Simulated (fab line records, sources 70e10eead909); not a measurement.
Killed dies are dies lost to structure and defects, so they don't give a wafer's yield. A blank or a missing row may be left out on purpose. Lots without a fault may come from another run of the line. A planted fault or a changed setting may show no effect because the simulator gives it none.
fab line records | flow nand_harc | part 2 of 2: steps 22 to 26 of 26
record lots=5 wafers=15 last_day=23
route steps=1159 shown A_CHANNEL_HOLE_D1@451
lots that met no fault: from a run of the same line without faults
start_h: hours from the record's first day to the start of the lot's first wafer shown | wait_h: hours since the lot's step before | " the same as in the row above | L1.1+2: a row that stands for several wafers | - no value, or no start given | * or withheld: withheld | < > ~ a bound
route shown NAME@n: a module of which the file shows steps, and the number in the route of the first | usual: mean/standard deviation of fault-free wafers | same: alike in all rows | chamber/n: place in a boat | sites: the reading at each site | _std_site: their standard deviation | _edge_site: outer sites' mean less inner sites' | radius_mm: how far each site lies from the wafer's centre | mask NAME#n: copy n | behind: the tool/chamber that last shaped the wafer | hold: why the lot was held/for how many hours/how that ended | device: the transistor (n, p or np) that didn't switch | end of line: the same wafers' tests at the end of the route | a step without rows: its recipe alone | killed: dies lost to structure and defects at the first sort, not the wafer's yield | map: a wafer's dies, x killed, . not, _ none there
set.NAME: the setting as run; set.NAME@STEP: as run at that earlier step | model.NAME: the simulator's own value behind a step, which no gauge read
lots at some steps of the route; a table a step, a row a wafer
services: from which hour (start_h, from the record's first day; less than 0 if before it) a tool's chamber was out of use, for how many hours, and why
## steps
# step NHARC_A_CHANNEL_HOLE_D1_ETCH_20
# recipe bias_v=3000 source_w=withheld pressure_mtorr=20 time_s=361.9 ar_flow_sccm=375 c4f8_flow_sccm=89.3 o2_flow_sccm=35.7 temp_c=-20 target_depth_a=16000 chemistry=C4F8/O2/Ar
# usual drypump_motor_current_A=5.6/0.44 o2_flow_sccm=35.69/0.11 showerhead_plenum_p_Torr=3.75/0.097 throttle_valve_pct=32.156/0.0096
# columns lot.wafer tool chamber start_h wait_h drypump_motor_current_A o2_flow_sccm rf_hours_counter_h showerhead_plenum_p_Torr throttle_valve_pct
L074.3 har_etch-02 1 175.06 0.2 5.7 35.66 - 3.88 32.149
L074.4 " 0 " " 6.1 35.67 - 3.64 32.160
L074.6 " 0 " " 6.1 35.66 - 3.64 32.157
L075.1 har_etch-01 1 190.64 0.1 5.3 35.86 195 3.73 32.155
L075.4 " 1 " " 5.3 35.98 - 3.73 32.151
L075.6 " 1 " " 5.3 35.75 - 3.73 32.162
L079.1 har_etch-02 0 204.75 0.1 6.1 35.72 113 3.64 32.157
L079.4 " 0 " " 6.1 35.61 - 3.64 32.171
L079.5 " 1 " " 5.6 35.62 - 3.87 32.151
L083.2 har_etch-01 1 225.70 0.1 5.3 35.55 212 3.72 32.142
L083.4 " 1 " " 5.3 35.71 - 3.72 32.151
L083.6 " 1 " " 5.3 35.67 - 3.72 32.160
L094.2 har_etch-02 0 305.31 0.1 6.1 35.73 159 3.61 32.160
L094.3 " 1 " " 5.6 35.72 - 3.84 32.150
L094.5 " 0 " " 6.1 35.64 - 3.61 32.148
# step NHARC_A_CHANNEL_HOLE_D1_ETCH_21
# recipe bias_v=3000 source_w=withheld pressure_mtorr=20 time_s=514.3 ar_flow_sccm=375 c4f8_flow_sccm=89.3 o2_flow_sccm=35.7 temp_c=-20 target_depth_a=16000 chemistry=C4F8/O2/Ar
# usual drypump_motor_current_A=5.6/0.44 o2_flow_sccm=35.69/0.1 showerhead_plenum_p_Torr=3.75/0.097 throttle_valve_pct=32.154/0.01
# columns lot.wafer tool chamber start_h wait_h drypump_motor_current_A o2_flow_sccm rf_hours_counter_h showerhead_plenum_p_Torr throttle_valve_pct
L074.3 har_etch-02 1 175.41 0.3 5.7 35.73 - 3.88 32.160
L074.4 " 0 " " 6.1 35.67 - 3.64 32.187
L074.6 " 0 " " 6.1 35.76 - 3.64 32.157
L075.1 har_etch-01 1 190.97 0.3 5.2 35.83 196 3.73 32.146
L075.4 " 1 " " 5.3 35.74 - 3.73 32.160
L075.6 " 1 " " 5.3 35.77 - 3.73 32.149
L079.1 har_etch-02 0 205.08 0.3 6.1 35.86 113 3.64 32.153
L079.4 " 0 " " 6.1 35.89 - 3.64 32.168
L079.5 " 1 " " 5.6 35.71 - 3.87 32.138
L083.2 har_etch-01 1 226.04 0.3 5.3 35.70 212 3.72 32.139
L083.4 " 1 " " 5.3 35.54 - 3.72 32.156
L083.6 " 1 " " 5.3 35.60 - 3.72 32.141
L094.2 har_etch-02 0 305.62 0.3 6.1 35.83 159 3.61 32.144
L094.3 " 1 " " 5.7 35.63 - 3.84 32.152
L094.5 " 0 " " 6.1 35.64 - 3.61 32.160
# step NHARC_A_CHANNEL_HOLE_D1_ETCH_22
# recipe bias_v=3000 source_w=withheld pressure_mtorr=20 time_s=666.7 ar_flow_sccm=375 c4f8_flow_sccm=89.3 o2_flow_sccm=35.7 temp_c=-20 target_depth_a=16000 chemistry=C4F8/O2/Ar
# usual drypump_motor_current_A=5.6/0.44 o2_flow_sccm=35.72/0.1 showerhead_plenum_p_Torr=3.75/0.097 throttle_valve_pct=32.156/0.0084
# columns lot.wafer tool chamber start_h wait_h drypump_motor_current_A o2_flow_sccm rf_hours_counter_h showerhead_plenum_p_Torr throttle_valve_pct
L074.3 har_etch-02 1 175.90 0.4 5.6 35.67 - 3.88 32.152
L074.4 " 0 " " 6.1 35.61 - 3.64 32.144
L074.6 " 0 " " 6.1 35.59 - 3.64 32.155
L075.1 har_etch-01 1 191.44 0.4 5.3 35.64 196 3.73 32.163
L075.4 " 1 " " 5.2 35.73 - 3.73 32.154
L075.6 " 1 " " 5.3 35.80 - 3.73 32.148
L079.1 har_etch-02 0 205.55 0.4 6.1 35.72 114 3.64 32.150
L079.4 " 0 " " 6.1 36.01 - 3.64 32.142
L079.5 " 1 " " 5.6 35.73 - 3.87 32.157
L083.2 har_etch-01 1 226.50 0.4 5.3 35.84 212 3.72 32.153
L083.4 " 1 " " 5.3 35.65 - 3.72 32.162
L083.6 " 1 " " 5.3 35.65 - 3.72 32.158
L094.2 har_etch-02 0 306.06 0.4 6.1 35.62 159 3.61 32.156
L094.3 " 1 " " 5.6 35.73 - 3.84 32.170
L094.5 " 0 " " 6.1 35.89 - 3.61 32.159
# step NHARC_A_CHANNEL_HOLE_D1_ETCH_23
# recipe bias_v=5000 source_w=withheld pressure_mtorr=20 time_s=819 ar_flow_sccm=375 c4f8_flow_sccm=89.3 o2_flow_sccm=35.7 temp_c=-20 target_depth_a=16000 chemistry=C4F8/O2/Ar
# usual drypump_motor_current_A=5.6/0.44 o2_flow_sccm=35.69/0.095 showerhead_plenum_p_Torr=3.75/0.097 throttle_valve_pct=32.155/0.0086
# columns lot.wafer tool chamber start_h wait_h drypump_motor_current_A o2_flow_sccm rf_hours_counter_h showerhead_plenum_p_Torr throttle_valve_pct
L074.3 har_etch-02 1 176.51 0.5 5.7 35.70 - 3.88 32.160
L074.4 " 0 " " 6.1 35.77 - 3.64 32.152
L074.6 " 0 " " 6.1 35.75 - 3.64 32.159
L075.1 har_etch-01 1 192.03 0.5 5.3 35.77 197 3.73 32.155
L075.4 " 1 " " 5.3 35.55 - 3.73 32.153
L075.6 " 1 " " 5.3 35.58 - 3.73 32.156
L079.1 har_etch-02 0 206.14 0.5 6.1 35.69 114 3.64 32.161
L079.4 " 0 " " 6.1 35.73 - 3.64 32.150
L079.5 " 1 " " 5.7 35.63 - 3.87 32.167
L083.2 har_etch-01 1 227.09 0.5 5.3 35.71 213 3.72 32.156
L083.4 " 1 " " 5.3 35.67 - 3.72 32.151
L083.6 " 1 " " 5.3 35.67 - 3.72 32.146
L094.2 har_etch-02 0 306.63 0.5 6.1 35.65 160 3.61 32.149
L094.3 " 1 " " 5.7 35.74 - 3.84 32.135
L094.5 " 0 " " 6.1 35.80 - 3.61 32.154
# step NHARC_A_CHANNEL_HOLE_D1_ETCH_24
# recipe bias_v=5000 source_w=withheld pressure_mtorr=20 time_s=906.2 ar_flow_sccm=375 c4f8_flow_sccm=93.8 o2_flow_sccm=31.2 temp_c=-20 target_depth_a=15000 chemistry=C4F8/O2/Ar
# usual drypump_motor_current_A=5.6/0.44 o2_flow_sccm=31.22/0.089 showerhead_plenum_p_Torr=3.74/0.097 throttle_valve_pct=32.235/0.011
# columns lot.wafer tool chamber start_h wait_h drypump_motor_current_A o2_flow_sccm rf_hours_counter_h showerhead_plenum_p_Torr throttle_valve_pct
L074.3 har_etch-02 1 177.22 0.6 5.6 31.13 - 3.87 32.228
L074.4 " 0 " " 6.1 31.27 - 3.64 32.234
L074.6 " 0 " " 6.1 31.09 - 3.64 32.209
L075.1 har_etch-01 1 192.74 0.6 5.3 31.39 198 3.72 32.238
L075.4 " 1 " " 5.3 31.26 - 3.72 32.233
L075.6 " 1 " " 5.3 31.21 - 3.72 32.236
L079.1 har_etch-02 0 206.86 0.6 6.1 31.17 115 3.63 32.251
L079.4 " 0 " " 6.1 31.16 - 3.63 32.242
L079.5 " 1 " " 5.7 31.38 - 3.86 32.237
L083.2 har_etch-01 1 227.80 0.6 5.3 31.20 214 3.72 32.218
L083.4 " 1 " " 5.3 31.29 - 3.72 32.238
L083.6 " 1 " " 5.3 31.20 - 3.71 32.215
L094.2 har_etch-02 0 307.32 0.6 6.1 31.38 161 3.61 32.242
L094.3 " 1 " " 5.7 31.25 - 3.84 32.236
L094.5 " 0 " " 6.1 31.22 - 3.61 32.237
## services
# columns tool chamber start_h hours kind
arfi_scanner-01 - 150.92 5.8 repair
pecvd-03 0 151.72 2.3 repair
rie_diel-10 0 155.76 - clean
rie_diel-13 - 158.91 3.6 repair
rie_diel-10 1 160.92 7.2 repair
rie_diel-10 - 176.50 9.0 pm
arfi_scanner-03 - 178.30 0.5 repair
pecvd-04 - 195.00 13.0 pm
arfi_scanner-01 - 196.00 4.0 pm
arfi_scanner-02 - 230.33 0.3 repair
rie_diel-13 1 234.71 1.2 repair
pecvd-03 - 236.09 0.7 repair
pecvd-03 1 238.70 23.4 repair
pecvd-04 2 246.76 4.9 repair
pecvd-04 1 251.20 27.9 repair
arfi_scanner-02 - 256.00 4.0 pm
litho_track-01 - 268.00 7.0 pm
rie_diel-13 - 276.00 9.0 pm
rie_diel-04 - 288.90 9.0 pm
litho_track-06 - 292.00 7.0 pm
pecvd-03 - 292.90 13.0 pm
rie_diel-10 - 294.21 0.8 repair
arfi_scanner-02 - 300.43 13.1 repair
arfi_scanner-03 - 301.36 2.3 repair
